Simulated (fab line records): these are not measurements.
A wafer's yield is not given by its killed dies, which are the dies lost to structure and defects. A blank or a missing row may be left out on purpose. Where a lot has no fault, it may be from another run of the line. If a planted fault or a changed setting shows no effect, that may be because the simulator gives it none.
The tool behind it: which one? / flow nand-harc / 33 wafers from 11 lots sampled at 5 of the route's 1159 steps

== WHAT EACH GAUGE READ, for each wafer ==
NHARC_END_SORT_01. Usual: killed-at-array 28, standard deviation 11; killed-at-other 0.5, standard deviation 0.87; killed-at-periphery 2.9, standard deviation 2.2; killed-dies 32, standard deviation 11; killed-open 3.2, standard deviation 1.9; killed-short 1.8, standard deviation 1.4.
lot=L854; measured=day 22 06:53; on=prober-01; killed-at-array=43 32; killed-at-other=0 0; killed-at-periphery=9 2; killed-dies=52 34; killed-open=4 2; killed-short=0 1; flag=

== WHAT TOOL EACH LOT RAN ON (gives the tool, then ch and the chambers of the sampled wafers, and finally the start) ==
lot=L845; NHARC_A_STAIRCASE_TRIM_220=rie-diel-02 ch 0,3, day 10 07:50; NHARC_A_STAIRCASE_ETCH_227=rie-diel-02 ch 1,2,3, day 10 09:49 or earlier; NHARC_A_STAIRCASE_TRIM_231=rie-diel-02 ch 0,3, day 10 09:49; NHARC_A_STAIRCASE_TRIM_235=rie-diel-02 ch 1,2, no start
lot=L848; NHARC_A_STAIRCASE_TRIM_220=rie-diel-02 ch 0,1,3, day 11 23:08; NHARC_A_STAIRCASE_ETCH_227=rie-diel-02 ch 0,1,2, day 12 00:26 or earlier; NHARC_A_STAIRCASE_TRIM_231=rie-diel-02 ch 0,1,2, day 12 00:26; NHARC_A_STAIRCASE_TRIM_235=rie-diel-02 ch 0,2,3, no start
lot=L847; NHARC_A_STAIRCASE_TRIM_220=rie-diel-03 ch 1,2, day 12 00:49; NHARC_A_STAIRCASE_ETCH_227=rie-diel-03 ch 0,1,2, day 12 02:11 or earlier; NHARC_A_STAIRCASE_TRIM_231=rie-diel-12 ch 1,2, day 12 02:11; NHARC_A_STAIRCASE_TRIM_235=rie-diel-12 ch 2,3, no start
lot=L849; NHARC_A_STAIRCASE_TRIM_220=rie-diel-03 ch 0,1,2, day 12 02:01; NHARC_A_STAIRCASE_ETCH_227=rie-diel-03 ch 1,2, day 12 03:28 or earlier; NHARC_A_STAIRCASE_TRIM_231=rie-diel-03 ch 2,3, day 12 03:28; NHARC_A_STAIRCASE_TRIM_235=rie-diel-03 ch 0,1,2, no start
lot=L857; NHARC_A_STAIRCASE_TRIM_220=rie-diel-02 ch 1,3, day 14 01:07; NHARC_A_STAIRCASE_ETCH_227=rie-diel-02 ch 0,1,2, day 14 02:32 or earlier; NHARC_A_STAIRCASE_TRIM_231=rie-diel-03 ch 2,3, day 14 02:32; NHARC_A_STAIRCASE_TRIM_235=rie-diel-03 ch 1,2,3, no start
lot=L854; NHARC_A_STAIRCASE_TRIM_220=rie-diel-12 ch 0,1,3, day 14 04:08; NHARC_A_STAIRCASE_ETCH_227=rie-diel-12 ch 0,3, day 14 05:25 or earlier; NHARC_A_STAIRCASE_TRIM_231=rie-diel-03 ch 0,3, day 14 05:25; NHARC_A_STAIRCASE_TRIM_235=rie-diel-03 ch 0,3, day 22 06:53 or earlier
lot=L860; NHARC_A_STAIRCASE_TRIM_220=rie-diel-03 ch 0,2,3, day 14 17:20; NHARC_A_STAIRCASE_ETCH_227=rie-diel-03 ch 0,1,3, day 14 18:49 or earlier; NHARC_A_STAIRCASE_TRIM_231=rie-diel-12 ch 0,1,3, day 14 18:49; NHARC_A_STAIRCASE_TRIM_235=rie-diel-12 ch 0,1,2, no start
lot=L864; NHARC_A_STAIRCASE_TRIM_220=rie-diel-02 ch 0,1,2, day 15 19:09; NHARC_A_STAIRCASE_ETCH_227=rie-diel-02 ch 0,1,3, day 15 20:37 or earlier; NHARC_A_STAIRCASE_TRIM_231=rie-diel-02 ch 0,2,3, day 15 20:37; NHARC_A_STAIRCASE_TRIM_235=rie-diel-02 ch 0,2,3, no start
lot=L862; NHARC_A_STAIRCASE_TRIM_220=rie-diel-03 ch 0,3, day 15 19:38; NHARC_A_STAIRCASE_ETCH_227=rie-diel-03 ch 0,1,2, day 15 21:52 or earlier; NHARC_A_STAIRCASE_TRIM_231=rie-diel-02 ch 1,2,3, day 15 21:52; NHARC_A_STAIRCASE_TRIM_235=rie-diel-02 ch 0,1,3, no start
lot=L865; NHARC_A_STAIRCASE_TRIM_220=rie-diel-03 ch 0,1,3, day 16 00:47; NHARC_A_STAIRCASE_ETCH_227=rie-diel-03 ch 1,2,3, day 16 02:04 or earlier; NHARC_A_STAIRCASE_TRIM_231=rie-diel-02 ch 1,2,3, day 16 02:04; NHARC_A_STAIRCASE_TRIM_235=rie-diel-02 ch 0,1,3, no start
lot=L868; NHARC_A_STAIRCASE_TRIM_220=rie-diel-03 ch 0,2, day 16 19:50; NHARC_A_STAIRCASE_ETCH_227=rie-diel-03 ch 0,1,2, day 16 21:19 or earlier; NHARC_A_STAIRCASE_TRIM_231=rie-diel-02 ch 1,2, day 16 21:19; NHARC_A_STAIRCASE_TRIM_235=rie-diel-02 ch 1,3, no start
- NHARC_A_STAIRCASE_TRIM_220: chemistry O2, time 211.2 s.
- NHARC_A_STAIRCASE_ETCH_227: etches the open film in C4F8/O2, target depth 100 nm, time 40.5 s.
- NHARC_A_STAIRCASE_TRIM_231: chemistry O2, time 211.2 s.
- NHARC_A_STAIRCASE_TRIM_235: chemistry O2, time 211.2 s.

== WHAT THE TOOLS THEMSELVES READ (means of the sampled wafers that have a number; where no wafer has one, the mark that the record gives instead) ==
NHARC_A_STAIRCASE_TRIM_220. Usual: drypump-motor-current-A 5.5 A, standard deviation 0.42; oes-product-au 1.003 a.u., standard deviation 0.012; rf-vpp-V 57.8 V, standard deviation 0.85; showerhead-plenum-p-Torr 3.51 Torr, standard deviation 0.099; throttle-valve-pct 17.036 %, standard deviation 0.0085.
lot=L845; tool=rie-diel-02; drypump-motor-current-A (A)=5.4; oes-product-au (a.u.)=1.004; rf-vpp-V (V)=58.2; showerhead-plenum-p-Torr (Torr)=3.46; throttle-valve-pct (%)=17.033; flag=
lot=L848; tool=rie-diel-02; drypump-motor-current-A (A)=5.7; oes-product-au (a.u.)=1.006; rf-vpp-V (V)=57.6; showerhead-plenum-p-Torr (Torr)=3.39; throttle-valve-pct (%)=17.036; flag=
lot=L847; tool=rie-diel-03; drypump-motor-current-A (A)=5.1; oes-product-au (a.u.)=1.007; rf-vpp-V (V)=57.9; showerhead-plenum-p-Torr (Torr)=3.63; throttle-valve-pct (%)=17.032; flag=
lot=L849; tool=rie-diel-03; drypump-motor-current-A (A)=5.1; oes-product-au (a.u.)=1.008; rf-vpp-V (V)=59.2; showerhead-plenum-p-Torr (Torr)=3.58; throttle-valve-pct (%)=17.031; flag=
lot=L857; tool=rie-diel-02; drypump-motor-current-A (A)=5.5; oes-product-au (a.u.)=1.009; rf-vpp-V (V)=56.8; showerhead-plenum-p-Torr (Torr)=3.41; throttle-valve-pct (%)=17.042; flag=
lot=L854; tool=rie-diel-12; drypump-motor-current-A (A)=5.6; oes-product-au (a.u.)=0.996; rf-vpp-V (V)=57.6; showerhead-plenum-p-Torr (Torr)=3.53; throttle-valve-pct (%)=17.027; flag=
lot=L860; tool=rie-diel-03; drypump-motor-current-A (A)=5.5; oes-product-au (a.u.)=1.012; rf-vpp-V (V)=58.2; showerhead-plenum-p-Torr (Torr)=3.54; throttle-valve-pct (%)=17.034; flag=
lot=L864; tool=rie-diel-02; drypump-motor-current-A (A)=5.7; oes-product-au (a.u.)=0.996; rf-vpp-V (V)=57.7; showerhead-plenum-p-Torr (Torr)=3.36; throttle-valve-pct (%)=17.036; flag=
lot=L862; tool=rie-diel-03; drypump-motor-current-A (A)=5.4; oes-product-au (a.u.)=1.011; rf-vpp-V (V)=57.9; showerhead-plenum-p-Torr (Torr)=3.49; throttle-valve-pct (%)=17.036; flag=
lot=L865; tool=rie-diel-03; drypump-motor-current-A (A)=5.4; oes-product-au (a.u.)=1.008; rf-vpp-V (V)=58.2; showerhead-plenum-p-Torr (Torr)=3.52; throttle-valve-pct (%)=17.032; flag=
lot=L868; tool=rie-diel-03; drypump-motor-current-A (A)=5.1; oes-product-au (a.u.)=1.012; rf-vpp-V (V)=57.7; showerhead-plenum-p-Torr (Torr)=3.53; throttle-valve-pct (%)=17.031; flag=

NHARC_A_STAIRCASE_ETCH_227. Usual: oes-product-au 0.946 a.u., standard deviation 0.014; rf-fwd-power-W 592.8 W, standard deviation 2.4; rf-vpp-V 895 V, standard deviation 3.7.
lot=L845; tool=rie-diel-02; oes-product-au (a.u.)=0.926; rf-fwd-power-W (W)=592.4; rf-vpp-V (V)=891; flag=
lot=L848; tool=rie-diel-02; oes-product-au (a.u.)=0.947; rf-fwd-power-W (W)=594.6; rf-vpp-V (V)=890; flag=
lot=L847; tool=rie-diel-03; oes-product-au (a.u.)=0.943; rf-fwd-power-W (W)=594.6; rf-vpp-V (V)=898; flag=
lot=L849; tool=rie-diel-03; oes-product-au (a.u.)=0.939; rf-fwd-power-W (W)=592.9; rf-vpp-V (V)=899; flag=
lot=L857; tool=rie-diel-02; oes-product-au (a.u.)=0.950; rf-fwd-power-W (W)=595.3; rf-vpp-V (V)=890; flag=
lot=L854; tool=rie-diel-12; oes-product-au (a.u.)=0.932; rf-fwd-power-W (W)=590.4; rf-vpp-V (V)=899; flag=
lot=L860; tool=rie-diel-03; oes-product-au (a.u.)=0.950; rf-fwd-power-W (W)=592.1; rf-vpp-V (V)=895; flag=
lot=L864; tool=rie-diel-02; oes-product-au (a.u.)=0.957; rf-fwd-power-W (W)=592.2; rf-vpp-V (V)=889; flag=
lot=L862; tool=rie-diel-03; oes-product-au (a.u.)=0.962; rf-fwd-power-W (W)=593.1; rf-vpp-V (V)=897; flag=
lot=L865; tool=rie-diel-03; oes-product-au (a.u.)=0.946; rf-fwd-power-W (W)=594.6; rf-vpp-V (V)=898; flag=
lot=L868; tool=rie-diel-03; oes-product-au (a.u.)=0.943; rf-fwd-power-W (W)=594.1; rf-vpp-V (V)=897; flag=

NHARC_A_STAIRCASE_TRIM_231. Usual: drypump-motor-current-A 5.5 A, standard deviation 0.43; oes-product-au 1.005 a.u., standard deviation 0.013; rf-vpp-V 57.8 V, standard deviation 0.88; showerhead-plenum-p-Torr 3.51 Torr, standard deviation 0.1; throttle-valve-pct 17.036 %, standard deviation 0.0085.
lot=L845; tool=rie-diel-02; drypump-motor-current-A (A)=5.6; oes-product-au (a.u.)=1.010; rf-vpp-V (V)=57.9; showerhead-plenum-p-Torr (Torr)=3.43; throttle-valve-pct (%)=17.035; flag=
lot=L848; tool=rie-diel-02; drypump-motor-current-A (A)=5.7; oes-product-au (a.u.)=1.003; rf-vpp-V (V)=57.4; showerhead-plenum-p-Torr (Torr)=3.38; throttle-valve-pct (%)=17.045; flag=
lot=L847; tool=rie-diel-12; drypump-motor-current-A (A)=6.0; oes-product-au (a.u.)=0.995; rf-vpp-V (V)=57.6; showerhead-plenum-p-Torr (Torr)=3.51; throttle-valve-pct (%)=17.039; flag=
lot=L849; tool=rie-diel-03; drypump-motor-current-A (A)=5.5; oes-product-au (a.u.)=1.012; rf-vpp-V (V)=58.2; showerhead-plenum-p-Torr (Torr)=3.59; throttle-valve-pct (%)=17.031; flag=
lot=L857; tool=rie-diel-03; drypump-motor-current-A (A)=5.8; oes-product-au (a.u.)=1.093; rf-vpp-V (V)=57.9; showerhead-plenum-p-Torr (Torr)=3.54; throttle-valve-pct (%)=17.039; flag=OFF
lot=L854; tool=rie-diel-03; drypump-motor-current-A (A)=5.4; oes-product-au (a.u.)=1.151; rf-vpp-V (V)=57.8; showerhead-plenum-p-Torr (Torr)=3.50; throttle-valve-pct (%)=17.038; flag=OFF
lot=L860; tool=rie-diel-12; drypump-motor-current-A (A)=5.6; oes-product-au (a.u.)=0.990; rf-vpp-V (V)=58.3; showerhead-plenum-p-Torr (Torr)=3.53; throttle-valve-pct (%)=17.036; flag=
lot=L864; tool=rie-diel-02; drypump-motor-current-A (A)=5.5; oes-product-au (a.u.)=1.011; rf-vpp-V (V)=58.2; showerhead-plenum-p-Torr (Torr)=3.42; throttle-valve-pct (%)=17.043; flag=
lot=L862; tool=rie-diel-02; drypump-motor-current-A (A)=5.5; oes-product-au (a.u.)=1.000; rf-vpp-V (V)=57.1; showerhead-plenum-p-Torr (Torr)=3.38; throttle-valve-pct (%)=17.038; flag=
lot=L865; tool=rie-diel-02; drypump-motor-current-A (A)=5.5; oes-product-au (a.u.)=0.995; rf-vpp-V (V)=57.6; showerhead-plenum-p-Torr (Torr)=3.38; throttle-valve-pct (%)=17.036; flag=
lot=L868; tool=rie-diel-02; drypump-motor-current-A (A)=5.5; oes-product-au (a.u.)=0.996; rf-vpp-V (V)=57.8; showerhead-plenum-p-Torr (Torr)=3.36; throttle-valve-pct (%)=17.033; flag=

NHARC_A_STAIRCASE_TRIM_235. Usual: drypump-motor-current-A 5.5 A, standard deviation 0.43; oes-product-au 1.005 a.u., standard deviation 0.015; rf-vpp-V 57.6 V, standard deviation 0.74; showerhead-plenum-p-Torr 3.50 Torr, standard deviation 0.099; throttle-valve-pct 17.038 %, standard deviation 0.0096.
lot=L845; tool=rie-diel-02; drypump-motor-current-A (A)=5.8; oes-product-au (a.u.)=0.993; rf-vpp-V (V)=57.0; showerhead-plenum-p-Torr (Torr)=3.35; throttle-valve-pct (%)=17.028; flag=
lot=L848; tool=rie-diel-02; drypump-motor-current-A (A)=5.4; oes-product-au (a.u.)=0.999; rf-vpp-V (V)=57.3; showerhead-plenum-p-Torr (Torr)=3.43; throttle-valve-pct (%)=17.043; flag=
lot=L847; tool=rie-diel-12; drypump-motor-current-A (A)=5.8; oes-product-au (a.u.)=0.991; rf-vpp-V (V)=58.1; showerhead-plenum-p-Torr (Torr)=3.67; throttle-valve-pct (%)=17.033; flag=
lot=L849; tool=rie-diel-03; drypump-motor-current-A (A)=5.1; oes-product-au (a.u.)=1.009; rf-vpp-V (V)=58.3; showerhead-plenum-p-Torr (Torr)=3.58; throttle-valve-pct (%)=17.038; flag=
lot=L857; tool=rie-diel-03; drypump-motor-current-A (A)=5.4; oes-product-au (a.u.)=1.012; rf-vpp-V (V)=57.9; showerhead-plenum-p-Torr (Torr)=3.57; throttle-valve-pct (%)=17.040; flag=
lot=L854; tool=rie-diel-03; drypump-motor-current-A (A)=5.8; oes-product-au (a.u.)=1.018; rf-vpp-V (V)=56.9; showerhead-plenum-p-Torr (Torr)=3.49; throttle-valve-pct (%)=17.038; flag=
lot=L860; tool=rie-diel-12; drypump-motor-current-A (A)=5.9; oes-product-au (a.u.)=0.984; rf-vpp-V (V)=57.9; showerhead-plenum-p-Torr (Torr)=3.56; throttle-valve-pct (%)=17.022; flag=
lot=L864; tool=rie-diel-02; drypump-motor-current-A (A)=5.5; oes-product-au (a.u.)=1.010; rf-vpp-V (V)=57.7; showerhead-plenum-p-Torr (Torr)=3.42; throttle-valve-pct (%)=17.035; flag=
lot=L862; tool=rie-diel-02; drypump-motor-current-A (A)=5.7; oes-product-au (a.u.)=1.009; rf-vpp-V (V)=57.2; showerhead-plenum-p-Torr (Torr)=3.38; throttle-valve-pct (%)=17.034; flag=
lot=L865; tool=rie-diel-02; drypump-motor-current-A (A)=5.7; oes-product-au (a.u.)=1.013; rf-vpp-V (V)=57.7; showerhead-plenum-p-Torr (Torr)=3.38; throttle-valve-pct (%)=17.039; flag=
lot=L868; tool=rie-diel-02; drypump-motor-current-A (A)=5.5; oes-product-au (a.u.)=1.024; rf-vpp-V (V)=57.3; showerhead-plenum-p-Torr (Torr)=3.40; throttle-valve-pct (%)=17.031; flag=

== THE ANSWER, worked out from the rows above alone ==
Rule: take the mean of a lot's wafers that have a number; if it is more than 3 standard deviations from the usual mean, the lot is off. A lot without any number at a reading at which 4 lots or more have one is off too. Any other lot the step has rows for is counted as sound. First the gauges in route order, then the tools' own readings, where a lot's mean is used as printed above. At the first step where some lot is off, the reading lying furthest off is the one used; lots without a number count as furthest.
Off, at NHARC_A_STAIRCASE_TRIM_231 on oes-product-au: L857, L854.
If a tool, at that step or one of the process steps before it, ran each lot that is off and ran no sound lot following the first of them, it fits. NHARC_A_STAIRCASE_ETCH_227: start missing for some lots; hours and lot order therefore follow NHARC_A_STAIRCASE_TRIM_231. One fits: NHARC_A_STAIRCASE_TRIM_231 on rie-diel-03. Its last sound lot is L849 (day 12 03:28), its first lot that is off L857 (day 14 02:32): a fault that began between those two fits.
On the lots that are off, the tool's own readings at NHARC_A_STAIRCASE_TRIM_231 differ by more than 5 times the standard deviation of the sound lots' means, which bears it out; oes-product-au reads 1.122 a.u. there versus 1.001 a.u. on the sound lots.

== WHAT THE SIMULATOR PUT IN ==
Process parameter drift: rie-diel-03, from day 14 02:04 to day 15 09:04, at NHARC_A_STAIRCASE_TRIM_231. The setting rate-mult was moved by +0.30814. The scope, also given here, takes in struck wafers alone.
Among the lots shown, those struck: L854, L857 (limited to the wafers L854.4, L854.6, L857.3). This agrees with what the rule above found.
